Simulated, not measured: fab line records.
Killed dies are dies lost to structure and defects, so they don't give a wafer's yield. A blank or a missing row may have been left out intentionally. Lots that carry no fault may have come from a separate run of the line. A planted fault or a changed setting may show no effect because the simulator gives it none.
fab line records	flow n5_finfet
record lots=9	wafers=24	last_day=17
route steps=1938 shown SD_EPI_N@275 BEOL_M4@1111 MIM_BOT_ETCH@1869 PASS1_CAP@1874 TV_OPEN@1890 PASSIVATION@1936
lots that met no fault: from a run of the same line without faults
start_h: hours from the record's first day to the start of the lot's first wafer shown	wait_h: time in hours since the lot's previous step	" identical to the entry in the row above	L1.1+2: a single row standing in for several wafers	- either no value or no given start	* or withheld: withheld	< > ~ a bound
route shown NAME@n: NAME is a module with steps in the file, n the number in the route of the first one	usual: mean and standard deviation over wafers with no fault	same: alike in all rows	chamber/n: place in a boat	sites: the reading at each site	_std_site: standard deviation of those values	_edge_site: mean of outer sites minus mean of inner sites	radius_mm: how far each site lies from the wafer's centre	mask NAME#n: copy n	behind: tool/chamber where the wafer was last shaped	hold: why the lot was held/for how many hours/how that ended	device: whichever transistor did not switch (one of n, p or np)	end of line: the same wafers' tests at the end of the route	step lacking rows: just its recipe	killed: count of dies lost to structure and defects at first sort (not the wafer's yield)	map: shows each die of a wafer: x if killed, . if not, _ if none is there
set.NAME: the run value of the setting; set.NAME@STEP: its run value at that earlier step	model.NAME: the simulator's own value behind a step, which no gauge read
route steps across a sampled set of lots; one table per step, one row per wafer
services: the hour from which a tool's chamber was out of use, counted from the record's first day as start_h (under 0 if before that day), plus the number of hours and why
## steps
# step N5_SD_EPI_N_ETCH_35
# recipe chemistry=N2/H2	target=SOC	overetch_a=1080	mask_material=SiARC	temp_c=40	ion_energy_ev=100	source_w=3000	bias_w=133	pressure_mtorr=20	time_s=486	n2_flow_sccm=200	h2_flow_sccm=200
# usual bias_w=133.1/0.4	drypump_motor_current_A=5.5/0.38	n2_flow_sccm=200.0/0.56	oes_product_au=0.69/0.08	rf_vpp_V=241.7/1	showerhead_plenum_p_Torr=2.62/0.053	throttle_valve_pct=23.82/0.26
lot.wafer	tool	chamber	start_h	wait_h	bias_w	drypump_motor_current_A	n2_flow_sccm	oes_product_au	rf_hours_counter_h	rf_vpp_V	showerhead_plenum_p_Torr	throttle_valve_pct
L743.1	rie_diel-03	3	55.06	0.0	133.0	5.3	199.1	0.67	142	242.4	2.66	23.99
L743.3	"	2	"	"	133.0	5.3	200.4	0.65	168	241.8	2.65	23.76
L743.6	"	1	"	"	133.2	5.4	199.5	0.60	-	240.7	2.59	23.88
L744.3	rie_diel-03	2	62.65	0.0	132.9	5.3	200.2	0.64	172	243.1	2.65	23.76
L744.4	"	3	"	"	132.4	5.2	200.0	0.67	-	242.0	2.66	23.99
L744.6	"	2	"	"	133.5	5.3	200.5	0.65	-	241.2	2.65	23.76
L745.1	rie_diel-03	2	68.22	0.0	133.0	5.3	200.6	0.65	173	241.6	2.65	23.75
L745.2	"	1	"	"	133.4	5.3	199.6	0.60	251	241.1	2.59	23.90
L745.6	"	2	"	"	133.0	5.3	200.5	0.65	-	240.4	2.65	23.76
L747.1	rie_diel-03	2	79.83	0.0	132.8	5.3	200.8	0.64	179	242.0	2.65	23.77
L747.4	"	3	"	"	132.9	5.3	199.8	0.66	-	243.0	2.66	23.98
L747.5	"	2	"	"	132.7	5.3	200.7	0.64	-	242.5	2.65	23.77
L750.1	rie_diel-03	1	99.77	0.0	132.7	5.3	200.7	0.84	7	243.1	2.59	23.58
L750.4	"	0	"	"	133.0	5.9	200.2	0.82	14	243.2	2.70	23.60
L750.5	"	1	"	"	133.1	5.3	199.9	0.84	-	239.8	2.59	23.57
L752.1	rie_diel-03	2	115.44	0.0	133.2	5.3	200.5	0.63	197	240.6	2.64	23.80
L752.3	"	1	"	"	132.5	5.3	200.2	0.82	15	242.2	2.58	23.56
L752.6	"	1	"	"	133.2	5.4	199.4	0.81	-	242.8	2.58	23.57
L759.1	rie_diel-03	2	151.73	0.0	133.3	5.3	199.7	0.62	213	241.8	2.63	23.82
L759.5	"	1	"	"	132.9	5.3	199.0	0.79	-	241.9	2.58	23.59
L761.1	rie_diel-03	2	166.09	0.0	133.2	5.3	200.1	0.61	222	242.5	2.63	23.83
L761.5	"	1	"	"	132.8	5.3	201.0	0.77	-	241.1	2.57	23.60
L762.1	rie_diel-03	0	170.94	0.0	133.5	5.9	200.0	0.79	30	243.2	2.70	23.61
L762.2	"	2	"	"	132.7	5.3	198.4	0.61	223	241.9	2.63	23.83
# step N5_BEOL_M4_RC_MEAS_101
# usual DIBL_N=37.0/1.7	DIBL_P=36.7/2	IOFF_N=0.17/0.035	IOFF_P=0.22/0.035	ION_N=672/12	ION_P=461/7.5	SS_N=71.6/0.67	SS_P=73.4/0.64	VT_N=250/3.5	VT_P=-250/3.5
lot.wafer	tool	chamber	start_h	wait_h	DIBL_N[mV/V]	DIBL_P[mV/V]	IOFF_N[nA/um]	IOFF_P[nA/um]	ION_N[uA/um]	ION_P[uA/um]	SS_N[mV/dec]	SS_P[mV/dec]	VT_N[mV]	VT_P[mV]
L743.1	prober-01	0	168.91	0.0	37.2	36.6	0.19	0.27	692	476	72.1	73.0	249	-242
L743.3	"	0	"	"	34.5	33.5	0.13	0.20	663	461	71.3	72.5	252	-246
L743.6	"	0	"	"	34.7	33.6	0.14	0.22	663	469	71.2	73.0	249	-246
L744.3	prober-01	0	176.08	0.3	38.7	41.7	0.22	0.27	674	463	72.6	75.0	248	-248
L744.4	"	0	"	"	37.0	39.1	0.16	0.20	664	454	73.0	73.4	254	-251
L744.6	"	0	"	"	35.7	36.9	0.14	0.18	645	445	72.5	73.1	256	-253
L745.1	prober-02	0	187.31	0.0	37.0	36.5	0.17	0.25	665	462	71.7	73.2	249	-244
L745.2	"	0	"	"	37.2	36.3	0.19	0.25	675	467	72.0	73.1	245	-246
L745.6	"	0	"	"	36.3	36.4	0.18	0.25	685	473	71.3	73.8	244	-247
L747.1	prober-02	0	193.05	0.0	38.6	38.0	0.20	0.24	695	466	71.1	73.5	245	-251
L747.4	"	0	"	"	39.0	38.0	0.20	0.23	682	461	72.1	74.5	245	-250
L747.5	"	0	"	"	38.8	37.8	0.20	0.22	674	451	71.9	74.3	247	-252
L750.1	prober-02	0	216.00	0.0	38.4	38.6	0.21	0.24	705	469	72.5	73.6	246	-246
L750.4	"	0	"	"	38.6	38.4	0.21	0.25	695	471	72.0	73.5	244	-246
L750.5	"	0	"	"	42.0	41.3	0.31	0.29	695	463	73.7	75.1	243	-246
L752.1	prober-02	0	226.97	0.0	34.3	35.1	0.13	0.18	666	454	70.0	72.4	252	-253
L752.3	"	0	"	"	36.5	36.9	0.17	0.20	675	460	71.4	74.1	249	-253
L752.6	"	0	"	"	35.7	35.4	0.15	0.18	666	454	71.4	73.5	253	-255
L759.1	prober-02	0	261.62	0.0	35.4	34.1	0.13	0.19	665	456	71.3	73.2	255	-251
L759.5	"	0	"	"	37.1	36.6	0.18	0.23	690	467	71.2	73.9	246	-247
L761.1	prober-01	0	296.65	0.0	39.6	42.4	0.21	0.29	678	466	72.8	73.9	247	-248
L761.5	"	0	"	"	37.6	39.3	0.15	0.22	666	452	72.0	73.6	251	-249
L762.1	prober-01	0	300.21	0.0	36.6	36.0	0.14	0.21	662	460	72.5	72.9	251	-250
L762.2	"	0	"	"	36.6	35.7	0.15	0.21	669	464	71.4	73.2	253	-249
# step N5_MIM_BOT_ETCH_STRIP_01
# recipe chemistry=O2	power_w=600	temp_c=60	pressure_mtorr=30	rf_frequency_hz=6e+07	bias_power_w=0	overash_fraction=0.5	o2_flow_sccm=225
# usual drypump_motor_current_A=5.6/0.41	oes_product_au=0.81/0.084	rf_vpp_V=3.4/1.5	showerhead_plenum_p_Torr=2.14/0.041	throttle_valve_pct=16.59/0.21
# same bias_power_w=0
lot.wafer	tool	chamber	start_h	wait_h	drypump_motor_current_A	oes_product_au	rf_hours_counter_h	rf_vpp_V	showerhead_plenum_p_Torr	throttle_valve_pct
L743.1	rie_diel-05	2	264.34	0.1	6.0	0.90	20	5.1	2.12	16.44
L743.3	"	3	"	"	5.7	0.94	11	2.4	2.06	16.66
L743.6	"	2	"	"	5.9	0.90	-	2.6	2.12	16.42
L744.3	rie_diel-03	1	268.12	0.1	5.3	0.82	71	2.6	2.14	16.75
L744.4	"	1	"	"	5.3	0.81	-	2.4	2.14	16.77
L744.6	"	0	"	"	5.9	0.87	-	2.8	2.21	16.57
L745.1	rie_diel-01	2	282.06	0.1	5.2	0.89	36	1.2	2.15	16.79
L745.2	"	1	"	"	5.7	0.73	154	2.9	2.19	16.70
L745.6	"	0	"	"	6.4	0.71	-	2.6	2.16	16.70
L747.1	rie_diel-03	2	282.90	0.3	5.3	0.97	2	5.2	2.16	16.08
L747.4	"	0	"	"	5.8	0.85	70	2.7	2.21	16.59
L747.5	"	3	"	"	5.3	0.66	-	7.6	2.15	16.77
L750.1	rie_diel-01	1	305.10	0.1	5.7	0.74	164	1.5	2.18	16.72
L750.4	"	0	"	"	6.4	0.69	236	1.1	2.16	16.64
L750.5	"	1	"	"	5.7	0.74	-	3.0	2.18	16.73
L752.1	rie_diel-05	1	313.65	0.1	5.1	0.73	188	1.8	2.08	16.41
L752.3	"	3	"	"	5.7	0.91	31	3.0	2.05	16.65
L752.6	"	1	"	"	5.0	0.72	-	4.6	2.08	16.41
L759.1	rie_diel-05	3	345.07	0.2	5.7	0.86	42	3.4	2.05	16.70
L759.5	"	2	"	"	5.9	0.82	-	2.9	2.11	16.48
L761.1	rie_diel-01	0	397.45	0.1	6.4	0.68	265	2.5	2.15	16.72
L761.5	"	2	"	"	5.2	0.82	-	3.3	2.13	16.88
L762.1	rie_diel-01	2	397.66	0.1	5.2	0.81	84	1.8	2.13	16.91
L762.2	"	0	"	"	6.4	0.67	265	3.9	2.15	16.75
# step N5_PASSIVATION_PECVD_01
# recipe material=SiNx	target_thk_a=2000	temp_c=400	precursor=SiH4/NH3/N2	pressure_torr=4.9	rf_w=1406	time_s=43.2
# usual heater_power_w=386/120	showerhead_plenum_p_Torr=8.68/0.08	throttle_valve_pct=29.1/1.8
lot.wafer	tool	chamber	start_h	wait_h	heater_power_w	showerhead_plenum_p_Torr	since_wet_clean_h	throttle_valve_pct
L743.1	pecvd-04	1	264.88	0.0	305	8.58	1513	28.6
L743.3	"	2	"	"	271	8.75	34	26.8
L743.6	"	2	"	"	282	8.72	-	27.1
L744.3	pecvd-01	0	268.66	0.0	331	8.70	973	28.1
L744.4	"	2	"	"	504	8.57	-	28.0
L744.6	"	0	"	"	344	8.67	-	28.1
L745.1	pecvd-03	0	282.60	0.0	295	8.70	1168	29.4
L745.2	"	2	"	"	405	8.62	414	28.0
L745.6	"	2	"	"	415	8.62	-	27.5
L747.1	pecvd-04	1	283.47	0.0	343	8.58	1531	28.4
L747.4	"	2	"	"	322	8.71	-	26.9
L747.5	"	1	"	"	336	8.54	-	28.5
L750.1	pecvd-03	1	305.64	0.0	454	8.71	1916	32.6
L750.4	"	0	"	"	277	8.70	-	29.4
L750.5	"	2	"	"	327	8.62	-	27.8
L752.1	pecvd-03	2	314.18	0.0	395	8.60	445	27.8
L752.3	"	0	"	"	272	8.68	1199	29.8
L752.6	"	0	"	"	271	8.67	-	29.5
L759.1	pecvd-04	1	345.60	0.0	293	8.58	1593	28.0
L759.5	"	1	"	"	304	8.55	-	28.4
L761.1	pecvd-04	2	398.04	0.0	235	8.72	167	27.3
L761.5	"	0	"	"	186	8.71	-	28.0
L762.1	pecvd-01	2	398.19	0.0	486	8.57	348	28.7
L762.2	"	1	"	"	532	8.84	1827	31.4
# step N5_PASSIVATION_ETCH_15
# recipe chemistry=CF4/N2	target=SiCN	target_depth_a=750	taper_deg=2	time_s=81.2	ion_energy_ev=150	mask_material=SiNx	pressure_mtorr=40	source_w=430	bias_w=70	Ar_flow_sccm=100	cf4_flow_sccm=60	n2_flow_sccm=60
# usual bias_w=69.98/0.23	drypump_motor_current_A=5.6/0.35	n2_flow_sccm=60.00/0.19	oes_product_au=0.78/0.083	rf_vpp_V=382.1/1.5	showerhead_plenum_p_Torr=2.20/0.054	throttle_valve_pct=15.43/0.24
lot.wafer	tool	chamber	start_h	wait_h	bias_w	drypump_motor_current_A	n2_flow_sccm	oes_product_au	rf_hours_counter_h	rf_vpp_V	showerhead_plenum_p_Torr	throttle_valve_pct
L743.1	rie_diel-04	0	-	-	69.95	6.0	60.32	0.68	239	382.3	2.18	15.45
L743.3	"	2	"	"	69.85	6.1	59.92	0.71	186	385.1	2.28	15.34
L743.6	"	2	"	"	70.05	6.1	59.95	0.70	-	384.3	2.28	15.34
L744.3	rie_diel-04	1	-	-	69.82	5.8	59.77	0.77	118	380.0	2.13	15.27
L744.4	"	0	"	"	70.03	5.9	59.84	0.68	241	381.6	2.18	15.47
L744.6	"	1	"	"	70.00	5.8	59.69	0.78	-	380.7	2.13	15.25
L745.1	rie_diel-02	3	-	-	69.70	5.2	59.97	0.80	109	383.0	2.22	15.19
L745.2	"	1	"	"	70.11	6.1	60.15	0.83	74	382.9	2.23	15.70
L745.6	"	0	"	"	70.02	5.5	59.89	0.87	-	382.3	2.24	15.48
L747.1	rie_diel-04	3	-	-	70.06	5.4	59.77	0.72	199	383.9	2.28	15.50
L747.4	"	0	"	"	69.83	5.9	59.75	0.68	-	381.3	2.17	15.48
L747.5	"	1	"	"	69.68	5.8	60.00	0.77	-	380.1	2.13	15.27
L750.1	rie_diel-06	3	-	-	69.90	5.5	59.87	0.72	219	379.5	2.10	15.77
L750.4	"	1	"	"	70.30	5.3	60.10	0.74	183	383.2	2.19	15.62
L750.5	"	1	"	"	70.38	5.3	59.97	0.74	-	383.7	2.19	15.61
L752.1	rie_diel-04	1	-	-	69.88	5.8	60.06	0.76	137	380.4	2.12	15.29
L752.3	"	3	"	"	69.87	5.3	59.79	0.72	211	383.0	2.27	15.52
L752.6	"	1	"	"	69.81	5.8	60.07	0.76	-	380.6	2.12	15.30
L759.1	rie_diel-06	1	-	-	69.93	5.3	59.80	0.73	195	382.7	2.18	15.64
L759.5	"	3	"	"	69.84	5.5	60.31	0.70	-	380.1	2.09	15.79
L761.1	rie_diel-02	0	-	-	69.93	5.5	59.94	0.83	76	383.2	2.23	15.59
L761.5	"	1	"	"	69.94	6.1	60.09	0.80	-	383.6	2.22	15.76
L762.1	rie_diel-04	3	-	-	70.14	5.4	59.59	0.68	239	382.5	2.26	15.56
L762.2	"	1	"	"	69.82	5.8	60.21	0.73	163	380.4	2.11	15.35
# step N5_PASSIVATION_PROBE_49
# usual defect_limited_yield=91.1/1.3	killed_at_M0_to_M3=35/11	killed_at_M4_up=13/5.4	killed_at_contacts=14/6.5	killed_at_front_end=41/11	killed_at_other=4/3.1	killed_dies=106/15	killed_on_rim=14/3.7	killed_open=69/12	killed_short=35/7	sort_bin_4_leakage=0.01/0.078	sort_bin_5_function=5.2/0.86	sort_bin_6_memory=3.4/0.64	sort_n_pass=1074/15	sort_yield_pct=91.0/1.3
# same gross_dies=1180	killed_at_back_side=0	sort_bin_8_speed[%]=0
lot.wafer	tool	chamber	start_h	wait_h	defect_limited_yield[%]	killed_at_M0_to_M3	killed_at_M4_up	killed_at_contacts	killed_at_front_end	killed_at_other	killed_dies	killed_on_rim	killed_open	killed_short	sort_bin_4_leakage[%]	sort_bin_5_function[%]	sort_bin_6_memory[%]	sort_n_pass	sort_yield_pct[%]
L745.1	prober-01	-	291.46	0.0	89.6	24	18	19	61	1	123	12	82	40	0	6.8	3.4	1057	89.6
L745.2	prober-01	-	291.51	0.1	91.3	39	9	18	33	4	103	9	60	39	0	4.8	3.2	1077	91.3
L745.6	prober-01	-	291.71	0.3	91.7	28	15	7	40	8	98	11	63	31	0	5.9	2.1	1082	91.7
L759.1	prober-02	-	353.23	0.0	79.7	35	26	5	171	2	239	20	85	32	0	15.8	4.3	941	79.7
L759.5	prober-02	-	353.43	0.2	52.9	29	15	10	501	1	556	97	67	39	0	43.0	3.6	624	52.9
L761.1	prober-02	-	406.72	0.0	82.4	40	30	4	133	1	208	12	69	31	0	14.2	3.0	972	82.4
L761.5	prober-02	-	406.92	0.2	48.4	35	13	8	550	3	609	104	56	28	0	49.2	2.4	571	48.4
L762.1	prober-01	-	407.69	0.0	55.3	35	9	22	457	4	527	87	89	29	0	40.5	3.7	653	55.3
L762.2	prober-01	-	407.74	0.1	90.8	34	9	19	44	2	108	15	70	37	0	5.1	3.7	1072	90.8
# killed by level:class
L745.1 FIN_SAQP:geometric_particle:open=21 FIN_SAQP:geometric_particle:short=16 BEOL_M4:geometric_particle:open=13 MOL_CONTACT_COAG:geometric_particle:open=12 STI_FIN_REVEAL:geometric_particle:open=8 MOL_CONTACT_COAG:geometric_particle:short=7 DUMMY_GATE:geometric_particle:open=5 BEOL_M3:geometric_particle:open=4
L745.2 MOL_CONTACT_COAG:geometric_particle:open=13 BEOL_M1:geometric_particle:open=13 BEOL_M0_SAQP:geometric_particle:short=8 MOL_CONTACT_COAG:geometric_particle:short=5 FIN_SAQP:geometric_particle:short=5 GATE_CUT:geometric_particle:short=5 BEOL_M0_SAQP:geometric_particle:open=5 BEOL_M4:geometric_particle:open=5
L745.6 BEOL_M0_SAQP:geometric_particle:open=11 BEOL_M4:geometric_particle:open=8 FIN_SAQP:geometric_particle:short=6 DUMMY_GATE:geometric_particle:open=6 MOL_CONTACT_COAG:geometric_particle:open=6 STI_FIN_REVEAL:geometric_particle:open=5 GATE_CUT:geometric_particle:short=5 FIN_SAQP:geometric_particle:open=4
L759.1 SD_EPI_N:area_etch=118 FIN_SAQP:geometric_particle:open=17 BEOL_M4:geometric_particle:open=12 BEOL_M2:geometric_particle:open=10 FIN_SAQP:geometric_particle:short=8 BEOL_M2:geometric_particle:short=7 BEOL_M0_SAQP:geometric_particle:open=7 BEOL_M0_SAQP:geometric_particle:short=6
L759.5 SD_EPI_N:area_etch=449 STI_FIN_REVEAL:geometric_particle:open=17 MOL_CONTACT_COAG:geometric_particle:open=7 BEOL_M4:geometric_particle:open=7 STARTING-WAFER:geometric_particle:short=7 BEOL_M0_SAQP:geometric_particle:short=6 BEOL_M0_SAQP:geometric_particle:open=6 FIN_SAQP:geometric_particle:short=5
L761.1 SD_EPI_N:area_etch=104 BEOL_M0_SAQP:geometric_particle:open=14 BEOL_M5:geometric_particle:open=11 BEOL_M3:geometric_particle:open=9 STARTING-WAFER:geometric_particle:short=8 STI_FIN_REVEAL:geometric_particle:open=7 BEOL_M0_SAQP:geometric_particle:short=6 BEOL_M1:geometric_particle:open=6
L761.5 SD_EPI_N:area_etch=525 BEOL_M0_SAQP:geometric_particle:short=9 STI_FIN_REVEAL:geometric_particle:open=7 MOL_CONTACT_COAG:geometric_particle:open=7 BEOL_M2:geometric_particle:open=6 GATE_CUT:geometric_particle:short=4 BEOL_M1:geometric_particle:open=4 BEOL_M3:geometric_particle:open=4
L762.1 SD_EPI_N:area_etch=408 STI_FIN_REVEAL:geometric_particle:open=27 MOL_CONTACT_COAG:geometric_particle:open=20 BEOL_M0_SAQP:geometric_particle:open=9 BEOL_M3:geometric_particle:open=8 STI_FIN_REVEAL:geometric_particle:short=5 BEOL_M1:geometric_particle:open=5 BEOL_M4:geometric_particle:open=4
L762.2 MOL_CONTACT_COAG:geometric_particle:open=14 STI_FIN_REVEAL:geometric_particle:open=13 BEOL_M0_SAQP:geometric_particle:short=11 BEOL_M2:geometric_particle:open=11 STI_FIN_REVEAL:geometric_particle:short=8 BEOL_M0_SAQP:geometric_particle:open=6 FIN_SAQP:geometric_particle:open=5 MOL_CONTACT_COAG:geometric_particle:short=5
## services
tool	chamber	start_h	hours	kind
rie_diel-05	3	32.21	6.5	repair
pecvd-03	0	39.98	23.0	repair
rie_diel-01	-	70.05	2.8	pm
pecvd-04	1	102.09	4.7	repair
rie_diel-01	2	108.98	7.7	repair
rie_diel-03	0	131.31	33.0	repair
rie_diel-03	1	139.08	7.7	repair
rie_diel-04	1	156.15	5.6	repair
rie_diel-01	1	182.08	1.6	repair
pecvd-04	-	206.89	0.8	repair
rie_diel-04	2	210.52	4.3	repair
rie_diel-04	0	233.13	1.3	repair
rie_diel-01	3	235.05	61.9	repair
pecvd-03	-	252.74	1.0	repair
rie_diel-01	0	275.58	5.2	repair
rie_diel-03	1	302.27	7.5	repair
rie_diel-01	0	317.42	11.6	repair
rie_diel-01	3	320.48	100.8	repair
rie_diel-03	2	326.80	3.5	repair
rie_diel-03	3	360.01	6.0	repair
rie_diel-01	0	381.53	9.7	repair
pecvd-03	-	385.80	11.6	repair
rie_diel-01	-	386.22	3.8	repair
pecvd-04	-	399.53	2.8	pm
## key
first_sign step=N5_PASSIVATION_PROBE_49	reading=sort_bin_5_function	direction=up	sigmas=32	usual=5.2	struck=32.5
effect step=N5_PASSIVATION_PROBE_49	reading=killed_at_front_end	direction=up	sigmas=29	usual=41	struck=362
more_kills_born_at N5_SD_EPI_N_ETCH_35@rie_diel-03=1604
met_at N5_SD_EPI_N_ETCH_35
struck_lots L759,L761,L762
struck_wafers L759.1,L759.5,L761.1,L761.5,L762.1
not_acting_at N5_MIM_BOT_ETCH_STRIP_01,N5_PASSIVATION_PECVD_01,N5_PASSIVATION_ETCH_15
onset_between 115.44 151.73
fault kind=process_parameter_drift	tool=rie_diel-03	chamber=-	onset_h=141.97	steps=N5_SD_EPI_N_ETCH_35	channel=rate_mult	offset=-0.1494	shape=step	end_h=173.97	scope=struck_wafers_only
